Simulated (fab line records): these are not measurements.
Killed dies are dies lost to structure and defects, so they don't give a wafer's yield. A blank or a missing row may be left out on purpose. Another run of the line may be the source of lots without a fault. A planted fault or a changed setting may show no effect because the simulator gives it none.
Which tool did it? :: flow nand harc :: 6 lots, 18 wafers sampled, at 2 steps of a route of 1302

WHAT THE GAUGES SHOWED, per wafer
NHARC_THIN_TSV_THK_MEAS_02: measures by ir.
lot: L427
measured: day 24 12:03
on: film metro-01
thk nm (nm): 3112 2879 2856

lot: L430
measured: day 24 13:14
on: film metro-02
thk nm (nm): 2747 2678 2862

lot: L432
measured: day 26 09:47
on: film metro-01
thk nm (nm): 2686 2704 2532

lot: L435
measured: day 27 18:49
on: film metro-01
thk nm (nm): 2957 3394 3375

lot: L440
measured: day 28 14:24
on: film metro-01
thk nm (nm): 2788 2969 3011

lot: L447
measured: day 32 01:29
on: film metro-01
thk nm (nm): 3147 3164 3249

EACH LOT AND THE TOOL THAT RAN IT (in order: tool; ch and the chambers of the sampled wafers; start)
lot: L427
NHARC_A_STAIRCASE_ALD_420: ald hk-04 ch 0,1,2, day 18 02:29

lot: L430
NHARC_A_STAIRCASE_ALD_420: ald hk-01 ch 0,1,3, day 18 08:21

lot: L432
NHARC_A_STAIRCASE_ALD_420: ald hk-04 ch 0,1,2, day 20 03:11

lot: L435
NHARC_A_STAIRCASE_ALD_420: ald hk-01 ch 0,1,3, day 21 08:07

lot: L440
NHARC_A_STAIRCASE_ALD_420: ald hk-04 ch 1,2, day 22 07:08

lot: L447
NHARC_A_STAIRCASE_ALD_420: ald hk-04 ch 0,1,2, day 25 19:18
- NHARC_A_STAIRCASE_ALD_420: deposits SiO2, target thk 20 nm, pulse time 6 s, ald cycles 200.

THE ANSWER, worked out from the rows above alone
Rule: the usual values come from the lots themselves. The widest of any qualifying gaps counts: lots, ordered by their means at a reading, are off when they make up no more than a third of the lots, leave a main group of 4 or more, and stand apart from it by 3 or more times the standard deviation of that group's means. Not used: any main group whose means are identical at the precision the tables above print for the reading. A lot without any number at a reading at which 4 lots or more have one is off too. Any other lot the step has rows for is counted as sound.
No lot is off on any of the readings shown, so nothing can be concluded from this.

WHAT THE SIMULATOR HAD INSERTED
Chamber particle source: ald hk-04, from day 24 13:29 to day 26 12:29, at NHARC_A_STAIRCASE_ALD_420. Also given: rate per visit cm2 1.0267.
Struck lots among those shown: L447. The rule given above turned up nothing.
